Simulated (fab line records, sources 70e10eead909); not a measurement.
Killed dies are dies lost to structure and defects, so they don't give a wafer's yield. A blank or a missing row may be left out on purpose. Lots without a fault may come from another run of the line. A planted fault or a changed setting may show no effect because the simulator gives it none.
A struck lot beside a sound one | flow nand_harc | 13 steps out of a route of 1302
Sound: wafers L922.1, L922.2, L922.4. Struck: wafers L916.2, L916.4, L916.6. The cause comes at the end.
At each step with rows: each side's tool, then ch and its chambers, then its first start. Under that, the readings that differ: sound wafers | struck wafers | difference of the means | sigmas: that difference in standard deviations of wafers without a fault.
alike: readings whose means differ by less than 2 such deviations, and words and numbers that are the same on both sides. not compared: withheld readings, readings that some wafer has no value for, bounds like >300 that may hide the same value, and numbers for which the record gives no deviation and whose values overlap.
The two part at a step that has a row with sigmas, a row that says differs or no value, or rows on one side only. Numbers that don't overlap but have no deviation are shown without sigmas and don't part them. A reading that every wafer of one side lacks parts them only if that side has two wafers or more.

first, 1 step without rows for these wafers: NHARC_A_CONTACT_SRD_22.
NHARC_A_CONTACT_INSPECT_23:
  sound on defect_inspect-02, day 28 09:43; struck on defect_inspect-01, day 26 07:04
  alike: raw_defect_count
then, 9 steps without rows for these wafers: NHARC_A_BLC_DEHYDRATE_00 (time 120 s); NHARC_A_BLC_HMDS_01 (time 30 s); NHARC_A_BLC_COAT_02 (time 75 s); NHARC_A_BLC_COAT_03 (time 65 s); NHARC_A_BLC_COAT_04 (resist thk 90 nm); NHARC_A_BLC_SOFTBAKE_05 (time 55 s); NHARC_A_BLC_EBR_06; NHARC_A_BLC_EXPOSE_07 (exposes mask A BLC, target cd 100 nm); NHARC_A_BLC_PEB_08 (peb time 65 s).
NHARC_A_BLC_DEVELOP_09: develop time 35 s.
  sound on litho_track-04 ch 0, day 28 10:00; struck on litho_track-04, day 26 07:00
  no value came back on the struck wafers for chill_plate_temp_C (C), develop_time_s (s); on the sound wafers chill_plate_temp_C (C) reads 23.12 23.17 22.82
NHARC_A_BLC_CD_MEAS_10: target cd 100 nm.
  sound on cd_sem-02 ch 0, day 28 10:13; struck on cd_sem-01 ch 0, day 26 07:34
  reading    | sound            | struck | difference                    | sigmas
  cd_nm (nm) | 100.2 100.1 99.3 | - - -  | no value on the struck wafers |

WHERE THEY PART
First at NHARC_A_BLC_DEVELOP_09; last, within this record, at NHARC_A_BLC_CD_MEAS_10.

WHY: what the simulator had put in
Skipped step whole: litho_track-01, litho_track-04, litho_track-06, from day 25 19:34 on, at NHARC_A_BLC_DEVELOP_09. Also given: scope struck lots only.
